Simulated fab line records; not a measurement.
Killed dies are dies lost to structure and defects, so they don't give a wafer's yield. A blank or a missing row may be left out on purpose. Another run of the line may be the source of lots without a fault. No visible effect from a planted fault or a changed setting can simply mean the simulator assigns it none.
Chamber matching / flow n5-finfet / N5_STI_FIN_REVEAL_ALD_00 on ald-sin-04 has 4 sister chambers
The step deposits SiO2, target thk 1 nm, pulse time 1 s. 24 wafers are shown with their chamber, then 12 later ones without.

## EACH WAFER AND ITS CHAMBER
wafer=L076.1; chamber=1; heater-power-w (W)=491; precursor-pulse-height-rel=1.018
wafer=L076.4; chamber=2; heater-power-w (W)=556; precursor-pulse-height-rel=0.980
wafer=L076.5; chamber=3; heater-power-w (W)=383; precursor-pulse-height-rel=1.027
wafer=L078.1; chamber=1; heater-power-w (W)=482; precursor-pulse-height-rel=1.016
wafer=L078.5; chamber=0; heater-power-w (W)=355; precursor-pulse-height-rel=0.977
wafer=L078.6; chamber=3; heater-power-w (W)=387; precursor-pulse-height-rel=1.002
wafer=L080.2; chamber=3; heater-power-w (W)=384; precursor-pulse-height-rel=0.984
wafer=L080.3; chamber=2; heater-power-w (W)=572; precursor-pulse-height-rel=1.045
wafer=L080.6; chamber=3; heater-power-w (W)=379; precursor-pulse-height-rel=0.955
wafer=L083.2; chamber=2; heater-power-w (W)=573; precursor-pulse-height-rel=1.021
wafer=L083.3; chamber=1; heater-power-w (W)=488; precursor-pulse-height-rel=1.004
wafer=L083.6; chamber=1; heater-power-w (W)=474; precursor-pulse-height-rel=1.027
wafer=L084.1; chamber=3; heater-power-w (W)=400; precursor-pulse-height-rel=1.041
wafer=L084.5; chamber=1; heater-power-w (W)=473; precursor-pulse-height-rel=0.996
wafer=L084.6; chamber=0; heater-power-w (W)=351; precursor-pulse-height-rel=0.993
wafer=L085.2; chamber=2; heater-power-w (W)=564; precursor-pulse-height-rel=1.038
wafer=L085.3; chamber=3; heater-power-w (W)=385; precursor-pulse-height-rel=1.016
wafer=L085.4; chamber=1; heater-power-w (W)=484; precursor-pulse-height-rel=1.005
wafer=L087.2; chamber=2; heater-power-w (W)=570; precursor-pulse-height-rel=0.981
wafer=L087.3; chamber=3; heater-power-w (W)=393; precursor-pulse-height-rel=1.018
wafer=L087.5; chamber=1; heater-power-w (W)=481; precursor-pulse-height-rel=0.969
wafer=L088.2; chamber=3; heater-power-w (W)=396; precursor-pulse-height-rel=1.010
wafer=L088.3; chamber=2; heater-power-w (W)=577; precursor-pulse-height-rel=1.029
wafer=L088.5; chamber=3; heater-power-w (W)=389; precursor-pulse-height-rel=1.000

SIGNATURES (averages over the wafers above)
reading=heater-power-w; chamber 0=353.00; chamber 1=481.86; chamber 2=568.67; chamber 3=388.44; scatter within a chamber=6.79
reading=precursor-pulse-height-rel; chamber 0=0.98500; chamber 1=1.00500; chamber 2=1.01567; chamber 3=1.00589; scatter within a chamber=0.0239
Rule: for a wafer and a chamber, the distance is found by dividing, reading by reading, the gap between the wafer's reading and the chamber's mean by the reading's scatter, squaring, summing and taking the root. The wafer belongs to the nearest chamber; if the next one is less than 2 further off, it can't be placed. The scatter: take each reading less its chamber's mean, square it, sum over the shown wafers, divide by the number of wafers less the number of chambers, and take the root.

## WAFERS WITH NO CHAMBER GIVEN
wafer=L091.1; heater-power-w (W)=486; precursor-pulse-height-rel=0.974
wafer=L091.3; heater-power-w (W)=353; precursor-pulse-height-rel=1.023
wafer=L091.6; heater-power-w (W)=478; precursor-pulse-height-rel=0.989
wafer=L093.3; heater-power-w (W)=561; precursor-pulse-height-rel=1.001
wafer=L093.5; heater-power-w (W)=485; precursor-pulse-height-rel=1.012
wafer=L093.6; heater-power-w (W)=359; precursor-pulse-height-rel=0.988
wafer=L096.4; heater-power-w (W)=394; precursor-pulse-height-rel=0.999
wafer=L096.5; heater-power-w (W)=388; precursor-pulse-height-rel=1.010
wafer=L096.6; heater-power-w (W)=571; precursor-pulse-height-rel=0.983
wafer=L097.1; heater-power-w (W)=482; precursor-pulse-height-rel=1.042
wafer=L097.2; heater-power-w (W)=571; precursor-pulse-height-rel=1.013
wafer=L097.6; heater-power-w (W)=478; precursor-pulse-height-rel=0.997

## CHAMBER TAKEN BY EACH
wafer=L091.1; from the rows above=1; in truth=1
wafer=L091.3; from the rows above=0; in truth=0
wafer=L091.6; from the rows above=1; in truth=1
wafer=L093.3; from the rows above=2; in truth=2
wafer=L093.5; from the rows above=1; in truth=1
wafer=L093.6; from the rows above=0; in truth=0
wafer=L096.4; from the rows above=3; in truth=3
wafer=L096.5; from the rows above=3; in truth=3
wafer=L096.6; from the rows above=2; in truth=2
wafer=L097.1; from the rows above=1; in truth=1
wafer=L097.2; from the rows above=2; in truth=2
wafer=L097.6; from the rows above=1; in truth=1
12 of 12 placed correctly. Not placeable from these rows: 0. Wrongly placed: 0.
